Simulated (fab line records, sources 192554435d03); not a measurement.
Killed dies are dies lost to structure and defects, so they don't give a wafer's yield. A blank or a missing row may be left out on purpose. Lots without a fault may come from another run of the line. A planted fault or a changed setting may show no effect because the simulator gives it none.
fab line records | flow n5_finfet | part 1 of 2: steps 1 to 4 of 6
record lots=23 wafers=69 last_day=17
route steps=1938 shown BEOL_M14@1757 BEOL_M15@1789 MIM_BOT@1833 MIM_TOP_ETCH@1852
lots that met no fault: from a run of the same line without faults
start_h: hours from the record's first day to the start of the lot's first wafer shown | wait_h: hours since the lot's step before | " the same as in the row above | L1.1+2: a row that stands for several wafers | - no value, or no start given | * or withheld: withheld | < > ~ a bound
route shown NAME@n: a module of which the file shows steps, and the number in the route of the first | usual: mean/standard deviation of fault-free wafers | same: alike in all rows | chamber/n: place in a boat | sites: the reading at each site | _std_site: their standard deviation | _edge_site: outer sites' mean less inner sites' | radius_mm: how far each site lies from the wafer's centre | mask NAME#n: copy n | behind: the tool/chamber that last shaped the wafer | hold: why the lot was held/for how many hours/how that ended | device: the transistor (n, p or np) that didn't switch | end of line: the same wafers' tests at the end of the route | a step without rows: its recipe alone | killed: dies lost to structure and defects at the first sort, not the wafer's yield | map: a wafer's dies, x killed, . not, _ none there
set.NAME: the setting as run; set.NAME@STEP: as run at that earlier step | model.NAME: the simulator's own value behind a step, which no gauge read
steps of the route over a sample of lots; a table a step, a row a wafer
services: from which hour (start_h, from the record's first day; less than 0 if before it) a tool's chamber was out of use, for how many hours, and why
## steps
# step N5_BEOL_M14_ETCH_38
# recipe chemistry=CF4/N2 target=SiCN target_depth_a=1065 taper_deg=2 time_s=120.6 ion_energy_ev=150 mask_material=SiO2 pressure_mtorr=40 source_w=430 bias_w=70 Ar_flow_sccm=100 cf4_flow_sccm=60 n2_flow_sccm=60
# usual cf4_flow_sccm=59.96/0.18 drypump_motor_current_A=5.7/0.52 oes_product_au=0.79/0.089 rf_vpp_V=381.7/2.1 showerhead_plenum_p_Torr=2.18/0.078 throttle_valve_pct=15.51/0.22
# columns lot.wafer tool chamber start_h wait_h cf4_flow_sccm drypump_motor_current_A oes_product_au rf_hours_counter_h rf_vpp_V showerhead_plenum_p_Torr throttle_valve_pct
L074.1 rie_diel-06 1 - - 59.89 5.6 0.71 208 378.7 2.01 15.68
L074.2 " 3 " " 60.10 5.1 0.87 36 381.0 2.15 15.24
L074.4 " 0 " " 59.87 6.4 0.94 - 380.4 2.17 15.15
L075.1 rie_diel-04 0 - - 59.76 6.0 0.74 162 383.2 2.30 15.64
L075.3 " 1 " " 60.07 5.8 0.84 75 383.2 2.24 15.64
L075.4 " 2 " " 60.19 4.9 0.68 233 383.1 2.27 15.63
L076.2 rie_diel-05 1 - - 60.11 6.1 0.72 227 379.9 2.08 15.83
L076.3 " 3 " " 60.03 5.4 0.75 201 382.5 2.18 15.50
L076.5 " 0 " " 59.87 5.8 0.70 - 381.1 2.17 15.81
L080.3 rie_diel-06 2 - - 59.97 5.6 0.88 53 383.0 2.23 15.19
L080.4 " 0 " " 60.01 6.4 0.93 20 381.4 2.17 15.16
L080.5 " 2 " " 60.10 5.6 0.88 - 382.8 2.23 15.20
L079.1 rie_diel-05 3 - - 60.04 5.4 0.75 208 381.5 2.18 15.51
L079.3 " 0 " " 59.80 5.7 0.70 224 381.3 2.17 15.83
L079.4 " 1 " " 59.86 6.1 0.72 234 378.4 2.08 15.84
L077.2 rie_diel-06 0 - - 59.76 6.5 0.92 25 381.2 2.16 15.17
L077.5 " 1 " " 59.80 5.6 0.71 - 377.7 2.01 15.73
L077.6 " 0 " " 59.92 6.4 0.92 - 379.6 2.16 15.16
L078.1 rie_diel-05 3 - - 59.59 5.4 0.74 210 382.3 2.18 15.52
L078.5 " 0 " " 59.81 5.7 0.70 - 382.1 2.17 15.84
L078.6 " 3 " " 59.77 5.4 0.75 - 381.6 2.18 15.51
L081.1 rie_diel-04 0 - - 59.88 6.0 0.72 176 386.1 2.29 15.67
L081.5 " 2 " " 59.58 4.9 0.66 - 383.0 2.26 15.64
L081.6 " 1 " " 59.80 5.8 0.82 - 383.9 2.23 15.68
L082.3 rie_diel-04 3 - - 59.97 4.9 0.71 200 379.1 2.10 15.73
L082.4 " 1 " " 60.37 5.8 0.82 90 382.5 2.23 15.68
L082.6 " 2 " " 60.19 4.9 0.66 - 383.1 2.26 15.66
L083.2 rie_diel-04 2 - - 59.95 4.9 0.67 248 383.2 2.26 15.66
L083.4 " 3 " " 59.69 4.8 0.70 201 379.8 2.10 15.77
L083.5 " 1 " " 59.73 5.8 0.81 - 382.3 2.23 15.69
L084.2 rie_diel-04 1 - - 60.21 5.8 0.82 94 383.0 2.23 15.68
L084.5 " 1 " " 60.03 5.8 0.81 - 382.0 2.23 15.68
L084.6 " 0 " " 60.00 6.0 0.72 - 384.3 2.29 15.65
L085.2 rie_diel-06 3 - - 60.12 5.1 0.84 63 380.2 2.14 15.29
L085.3 " 1 " " 60.14 5.6 0.69 236 377.0 2.01 15.74
L085.4 " 2 " " 60.06 5.6 0.84 72 383.1 2.22 15.25
L089.1 rie_diel-05 0 - - 59.97 5.7 0.69 243 381.4 2.16 15.85
L089.3 " 2 " " 59.66 6.5 0.74 192 381.8 2.18 15.48
L089.4 " 2 " " 59.65 6.5 0.74 - 382.4 2.18 15.48
L086.1 rie_diel-05 3 - - 59.91 5.3 0.73 228 381.6 2.17 15.56
L086.3 " 0 " " 59.92 5.8 0.69 243 380.5 2.16 15.87
L086.4 " 3 " " 60.01 5.4 0.74 - 382.4 2.17 15.55
L091.2 rie_diel-06 1 - - 60.02 5.6 0.69 243 377.1 2.00 15.78
L091.3 " 2 " " 60.07 5.6 0.83 79 384.8 2.22 15.25
L091.5 " 0 " " 60.21 6.5 0.88 - 380.3 2.16 15.19
L090.1 rie_diel-05 2 - - 60.26 6.5 0.73 201 382.1 2.18 15.49
L090.4 " 2 " " 60.11 6.5 0.74 - 381.0 2.18 15.50
L090.6 " 3 " " 60.12 5.4 0.73 - 382.1 2.17 15.58
L088.3 rie_diel-05 3 - - 59.67 5.4 0.72 236 380.1 2.17 15.58
L088.5 " 3 " " 59.96 5.4 0.71 - 382.6 2.17 15.57
L088.6 " 1 " " 59.63 6.2 0.99 - 386.2 2.34 15.42
L093.3 rie_diel-06 1 - - 59.88 5.6 0.69 245 377.0 2.00 15.78
L093.4 " 3 " " 60.23 5.1 0.83 72 380.7 2.14 15.31
L093.5 " 1 " " 60.10 5.6 0.68 - 376.3 2.00 15.78
L094.1 rie_diel-04 3 - - 59.94 4.9 0.68 219 380.0 2.10 15.79
L094.4 " 2 " " 59.72 4.8 0.96 10 383.8 2.26 15.16
L094.6 " 1 " " 59.86 5.8 0.80 - 382.6 2.22 15.72
L092.4 rie_diel-06 0 - - 59.81 6.5 0.87 - 380.7 2.15 15.23
L092.5 " 3 " " 60.04 5.1 0.81 - 381.6 2.14 15.31
L092.6 " 2 " " 59.98 5.6 0.84 - 383.4 2.22 15.25
L096.1 rie_diel-06 2 - - 59.62 5.6 0.83 94 382.9 2.21 15.28
L096.3 " 3 " " 60.18 5.1 0.80 86 381.2 2.14 15.34
L096.5 " 0 " " 60.04 6.4 0.85 - 381.1 2.15 15.23
L097.3 rie_diel-05 1 - - 60.39 6.1 0.93 21 384.4 2.33 15.47
L097.4 " 2 " " 59.96 6.5 0.72 - 381.8 2.17 15.54
L097.6 " 1 " " 59.93 6.1 0.94 - 385.4 2.33 15.45
L095.1 rie_diel-05 0 - - 60.03 5.7 0.93 13 382.2 2.16 15.38
L095.3 " 1 " " 59.58 6.1 0.93 23 386.2 2.33 15.46
L095.4 " 0 " " 60.10 5.8 0.94 - 380.5 2.16 15.39
# step N5_BEOL_M15_STRIP_63
# recipe chemistry=O2 power_w=600 temp_c=60 pressure_mtorr=30 rf_frequency_hz=6e+07 bias_power_w=0 overash_fraction=0.3 o2_flow_sccm=225
# usual drypump_motor_current_A=5.6/0.48 oes_product_au=0.74/0.063 rf_vpp_V=3.7/0.76 showerhead_plenum_p_Torr=2.10/0.094 throttle_valve_pct=16.81/0.24
# same overash_fraction=0.3
# columns lot.wafer tool chamber start_h wait_h drypump_motor_current_A oes_product_au rf_hours_counter_h rf_vpp_V showerhead_plenum_p_Torr throttle_valve_pct
L074.1 rie_diel-02 1 - - 4.9 0.68 225 3.3 1.98 16.42
L074.2 " 0 " " 5.3 0.72 191 4.6 2.07 16.91
L074.4 " 2 " " 6.1 0.75 133 3.5 1.94 17.03
L075.1 rie_diel-03 0 - - 5.3 0.72 200 3.3 2.08 17.00
L075.3 " 1 " " 5.2 0.73 178 4.1 2.09 16.95
L075.4 " 2 " " 6.4 0.72 179 4.0 2.16 16.49
L076.2 rie_diel-01 3 - - 5.2 0.74 183 2.3 2.08 16.91
L076.3 " 2 " " 4.8 0.89 45 2.1 2.21 16.58
L076.5 " 1 " " 5.8 0.82 - 3.5 2.22 16.88
L080.3 rie_diel-01 2 - - 4.8 0.87 47 3.2 2.21 16.55
L080.4 " 1 " " 5.8 0.83 68 4.0 2.22 16.89
L080.5 " 3 " " 5.2 0.73 - 3.2 2.08 16.93
L079.1 rie_diel-02 1 - - 4.9 0.68 237 2.9 1.98 16.47
L079.3 " 0 " " 5.3 0.71 204 3.5 2.06 16.91
L079.4 " 3 " " 5.7 0.81 88 4.9 2.19 16.58
L077.2 rie_diel-01 2 - - 4.8 0.88 50 3.5 2.21 16.57
L077.5 " 0 " " 6.2 0.69 - 4.5 2.16 16.90
L077.6 " 1 " " 5.8 0.82 - 3.5 2.22 16.91
L078.1 rie_diel-03 3 - - 5.8 0.75 143 4.0 2.18 16.76
L078.5 " 3 " " 5.9 0.74 - 3.9 2.18 16.79
L078.6 " 0 " " 5.3 0.71 - 5.4 2.07 17.00
L081.1 rie_diel-01 1 - - 5.8 0.82 73 4.2 2.22 16.91
L081.5 " 3 " " 5.2 0.73 - 4.3 2.08 16.92
L081.6 " 0 " " 6.2 0.69 - 2.8 2.16 16.86
L082.3 rie_diel-03 2 - - 6.4 0.72 192 4.1 2.16 16.51
L082.4 " 3 " " 5.8 0.74 144 4.1 2.18 16.80
L082.6 " 3 " " 5.8 0.73 - 4.4 2.18 16.78
L083.2 rie_diel-03 0 - - 5.3 0.71 213 4.3 2.07 17.00
L083.4 " 3 " " 5.9 0.74 146 3.9 2.18 16.77
L083.5 " 2 " " 6.4 0.72 - 4.1 2.16 16.53
L084.2 rie_diel-02 2 - - 6.0 0.76 152 4.6 1.93 17.06
L084.5 " 1 " " 4.9 0.67 - 2.8 1.98 16.47
L084.6 " 2 " " 6.0 0.76 - 3.2 1.93 17.04
L085.2 rie_diel-03 1 - - 5.2 0.71 198 3.7 2.08 16.99
L085.3 " 2 " " 6.4 0.71 200 4.7 2.15 16.55
L085.4 " 0 " " 5.3 0.70 - 5.8 2.07 17.04
L089.1 rie_diel-02 2 - - 6.1 0.74 159 4.6 1.93 17.10
L089.3 " 0 " " 5.3 0.70 219 3.1 2.06 16.93
L089.4 " 3 " " 5.6 0.80 - 3.1 2.18 16.61
L086.1 rie_diel-03 3 - - 5.8 0.74 151 4.3 2.18 16.79
L086.3 " 2 " " 6.4 0.71 205 4.1 2.15 16.57
L086.4 " 3 " " 5.8 0.73 - 4.6 2.18 16.84
L091.2 rie_diel-02 0 - - 5.3 0.70 223 3.0 2.06 16.94
L091.3 " 2 " " 6.0 0.74 163 2.8 1.93 17.07
L091.5 " 3 " " 5.6 0.79 - 2.7 2.18 16.57
L090.1 rie_diel-03 0 - - 5.3 0.71 231 4.2 2.07 17.05
L090.4 " 0 " " 5.3 0.70 - 3.6 2.07 17.04
L090.6 " 2 " " 6.4 0.70 - 4.3 2.15 16.55
L088.3 rie_diel-03 0 - - 5.3 0.70 231 3.1 2.07 17.06
L088.5 " 2 " " 6.5 0.72 - 5.4 2.15 16.57
L088.6 " 3 " " 5.8 0.73 - 4.0 2.18 16.81
L093.3 rie_diel-02 2 - - 6.0 0.73 166 4.1 1.92 17.07
L093.4 " 3 " " 5.6 0.79 - 5.1 2.18 16.60
L093.5 " 0 " " 5.3 0.70 - 3.8 2.06 16.92
L094.1 rie_diel-02 3 - - 5.6 0.77 118 3.9 2.18 16.62
L094.4 " 2 " " 6.1 0.72 174 4.1 1.92 17.08
L094.6 " 2 " " 6.1 0.73 - 4.3 1.92 17.10
L092.4 rie_diel-01 1 - - 5.8 0.80 91 3.9 2.21 16.93
L092.5 " 2 " " 4.8 0.85 - 4.6 2.20 16.64
L092.6 " 1 " " 5.8 0.80 - 4.1 2.21 16.93
L096.1 rie_diel-02 0 - - 5.3 0.68 239 4.8 2.05 16.95
L096.3 " 3 " " 5.6 0.77 124 3.5 2.18 16.64
L096.5 " 3 " " 5.6 0.78 - 3.3 2.18 16.64
L097.3 rie_diel-03 1 - - 5.2 0.70 215 2.2 2.08 17.06
L097.4 " 2 " " 6.4 0.70 223 4.3 2.14 16.58
L097.6 " 0 " " 5.3 0.70 - 4.5 2.06 17.06
L095.1 rie_diel-02 2 - - 6.1 0.72 182 2.9 1.92 17.08
L095.3 " 3 " " 5.6 0.77 127 4.5 2.18 16.61
L095.4 " 0 " " 5.3 0.68 241 4.2 2.05 16.98
# step N5_BEOL_M15_STRIP_36
# recipe chemistry=O2 power_w=600 temp_c=60 pressure_mtorr=30 rf_frequency_hz=6e+07 bias_power_w=0 overash_fraction=0.3 o2_flow_sccm=225
# usual drypump_motor_current_A=5.6/0.47 oes_product_au=0.74/0.06 rf_vpp_V=3.7/1 showerhead_plenum_p_Torr=2.11/0.088 throttle_valve_pct=16.83/0.21
# same overash_fraction=0.3
# columns lot.wafer tool chamber start_h wait_h drypump_motor_current_A oes_product_au rf_hours_counter_h rf_vpp_V showerhead_plenum_p_Torr throttle_valve_pct
L074.1 rie_diel-02 2 256.88 0.7 6.0 0.77 134 1.7 1.93 17.03
L074.2 " 3 " " 5.6 0.83 77 3.7 2.19 16.56
L074.4 " 1 " " 4.9 0.67 225 4.0 1.98 16.45
L075.1 rie_diel-01 3 266.38 4.2 5.2 0.74 182 3.1 2.08 16.92
L075.3 " 1 " " 5.8 0.82 64 4.9 2.22 16.87
L075.4 " 0 " " 6.2 0.68 214 5.6 2.17 16.88
L076.2 rie_diel-02 2 276.07 0.5 6.1 0.75 140 6.0 1.93 17.02
L076.3 " 1 " " 4.9 0.68 232 5.0 1.98 16.42
L076.5 " 0 " " 5.3 0.72 - 2.3 2.07 16.88
L080.3 rie_diel-02 2 291.92 8.4 6.1 0.76 144 3.5 1.93 17.04
L080.4 " 3 " " 5.6 0.80 88 3.1 2.19 16.58
L080.5 " 3 " " 5.6 0.83 - 4.1 2.19 16.60
L077.2 rie_diel-01 0 300.32 3.6 6.2 0.67 222 1.7 2.16 16.89
L077.5 " 1 " " 5.8 0.81 - 4.4 2.22 16.90
L077.6 " 0 " " 6.1 0.69 - 4.9 2.17 16.86
L079.1 rie_diel-03 1 300.40 5.8 5.2 0.71 189 4.0 2.09 16.99
L079.3 " 3 " " 5.8 0.75 143 4.6 2.18 16.78
L079.4 " 0 " " 5.3 0.72 210 1.8 2.07 17.04
L078.1 rie_diel-01 0 305.29 3.5 6.2 0.69 224 3.9 2.16 16.87
L078.5 " 2 " " 4.8 0.87 - 3.0 2.21 16.58
L078.6 " 1 " " 5.8 0.83 - 2.3 2.22 16.91
L081.1 rie_diel-01 3 305.79 1.2 5.2 0.73 192 4.3 2.08 16.94
L081.5 " 3 " " 5.2 0.74 - 4.5 2.08 16.95
L081.6 " 0 " " 6.2 0.68 - 3.3 2.16 16.89
L082.3 rie_diel-02 1 306.07 0.4 4.9 0.67 241 2.3 1.98 16.45
L082.4 " 2 " " 6.1 0.75 149 2.8 1.93 17.05
L082.6 " 3 " " 5.6 0.79 - 4.5 2.19 16.58
L083.2 rie_diel-01 0 309.27 0.0 6.2 0.67 226 4.8 2.16 16.88
L083.4 " 1 " " 5.8 0.81 76 3.6 2.22 16.87
L083.5 " 0 " " 6.2 0.68 - 3.9 2.16 16.89
L084.2 rie_diel-02 2 320.51 3.2 6.1 0.75 154 4.6 1.93 17.04
L084.5 " 0 " " 5.3 0.70 - 2.4 2.06 16.89
L084.6 " 3 " " 5.6 0.81 - 4.1 2.19 16.59
L085.2 rie_diel-03 1 331.42 0.1 5.2 0.70 199 4.5 2.08 16.99
L085.3 " 0 " " 5.3 0.72 221 4.3 2.07 17.05
L085.4 " 2 " " 6.4 0.72 - 4.9 2.15 16.53
L089.1 rie_diel-02 2 343.32 3.6 6.1 0.75 161 3.2 1.93 17.06
L089.3 " 0 " " 5.3 0.71 221 2.9 2.06 16.93
L089.4 " 2 " " 6.1 0.75 - 4.0 1.93 17.08
L086.1 rie_diel-02 3 350.43 9.4 5.6 0.79 109 4.9 2.18 16.60
L086.3 " 0 " " 5.3 0.69 224 4.7 2.06 16.93
L086.4 " 0 " " 5.3 0.69 - 3.3 2.06 16.92
L091.2 rie_diel-03 1 352.56 3.8 5.2 0.71 202 2.4 2.08 17.01
L091.3 " 3 " " 5.8 0.73 158 4.5 2.18 16.82
L091.5 " 0 " " 5.3 0.70 - 4.8 2.07 17.04
L090.1 rie_diel-03 1 356.04 0.0 5.2 0.70 204 2.7 2.08 17.03
L090.4 " 2 " " 6.5 0.71 213 3.4 2.15 16.56
L090.6 " 0 " " 5.3 0.70 - 3.1 2.07 17.04
L088.3 rie_diel-01 0 358.67 2.6 6.1 0.67 237 4.8 2.16 16.92
L088.5 " 3 " " 5.2 0.72 - 2.0 2.07 16.93
L088.6 " 0 " " 6.2 0.68 - 3.0 2.16 16.91
L093.3 rie_diel-03 2 358.79 2.0 6.5 0.70 214 2.5 2.15 16.56
L093.4 " 1 " " 5.2 0.70 205 3.2 2.08 17.00
L093.5 " 0 " " 5.3 0.69 - 3.7 2.06 17.05
L094.1 rie_diel-03 2 373.78 0.6 6.5 0.70 218 2.4 2.15 16.56
L094.4 " 1 " " 5.2 0.69 208 5.3 2.08 17.00
L094.6 " 0 " " 5.3 0.69 - 5.3 2.06 17.07
L092.4 rie_diel-01 3 374.31 0.1 5.2 0.72 207 3.6 2.07 16.96
L092.5 " 2 " " 4.8 0.85 - 1.9 2.20 16.64
L092.6 " 3 " " 5.2 0.73 - 4.3 2.07 16.95
L096.1 rie_diel-03 1 393.76 0.0 5.2 0.69 214 2.7 2.08 17.02
L096.3 " 0 " " 5.3 0.69 243 4.0 2.06 17.09
L096.5 " 3 " " 5.9 0.70 - 3.8 2.17 16.83
L097.3 rie_diel-02 2 398.72 0.5 6.0 0.71 182 3.0 1.92 17.12
L097.4 " 1 " " 4.9 0.96 10 3.8 2.23 16.04
L097.6 " 3 " " 5.6 0.78 - 2.8 2.18 16.63
L095.1 rie_diel-02 0 403.00 0.5 5.3 0.69 242 4.8 2.05 16.94
L095.3 " 2 " " 6.0 0.72 183 2.7 1.92 17.12
L095.4 " 3 " " 5.6 0.77 128 4.4 2.17 16.66
# step N5_BEOL_M15_PRE_CLEAN_42
# recipe gas=H2/He time_s=30 temp_c=300
# usual heater_power_w=488/31
# columns lot.wafer tool chamber start_h wait_h heater_power_w
L074.1 pvd_sputter-01 - 257.69 0.0 456
L074.2 " - " " 489
L074.4 " - " " 440
L075.1 pvd_sputter-03 - 267.15 0.0 458
L075.3 " - " " 464
L075.4 " - " " 470
L076.2 pvd_sputter-03 - 276.89 0.0 455
L076.3 " - " " 483
L076.5 " - " " 476
L080.3 pvd_sputter-03 - 292.63 0.0 482
L080.4 " - " " 460
L080.5 " - " " 466
L077.2 pvd_sputter-03 - 301.10 0.0 477
L077.5 " - " " 551
L077.6 " - " " 471
L079.1 pvd_sputter-01 - 301.10 0.0 450
L079.3 " - " " 470
L079.4 " - " " 513
L078.1 pvd_sputter-01 - 306.12 0.0 490
L078.5 " - " " 484
L078.6 " - " " 502
L081.1 pvd_sputter-01 - 306.44 0.0 448
L081.5 " - " " 478
L081.6 " - " " 495
L082.3 pvd_sputter-02 - 306.95 0.0 528
L082.4 " - " " 472
L082.6 " - " " 532
L083.2 pvd_sputter-03 - 309.78 0.0 461
L083.4 " - " " 467
L083.5 " - " " 467
L084.2 pvd_sputter-02 - 321.16 0.0 501
L084.5 " - " " 509
L084.6 " - " " 538
L085.2 pvd_sputter-02 - 332.02 0.0 482
L085.3 " - " " 491
L085.4 " - " " 529
L089.1 pvd_sputter-03 - 344.02 0.0 446
L089.3 " - " " 566
L089.4 " - " " 472
L086.1 pvd_sputter-02 - 352.27 0.0 501
L086.3 " - " " 475
L086.4 " - " " 549
L091.2 pvd_sputter-02 - 353.03 0.0 481
L091.3 " - " " 530
L091.5 " - " " 524
L090.1 pvd_sputter-01 - 357.01 0.0 447
L090.4 " - " " 503
L090.6 " - " " 447
L088.3 pvd_sputter-01 - 359.39 0.0 441
L088.5 " - " " 508
L088.6 " - " " 482
L093.3 pvd_sputter-02 - 359.87 0.0 517
L093.4 " - " " 490
L093.5 " - " " 476
L094.1 pvd_sputter-03 - 374.65 0.0 465
L094.4 " - " " 486
L094.6 " - " " 545
L092.4 pvd_sputter-03 - 375.27 0.0 485
L092.5 " - " " 492
L092.6 " - " " 454
L096.1 pvd_sputter-02 - 394.15 0.0 523
L096.3 " - " " 491
L096.5 " - " " 489
L097.3 pvd_sputter-01 - 399.22 0.0 506
L097.4 " - " " 464
L097.6 " - " " 458
L095.1 pvd_sputter-03 - 403.61 0.0 464
L095.3 " - " " 466
L095.4 " - " " 466
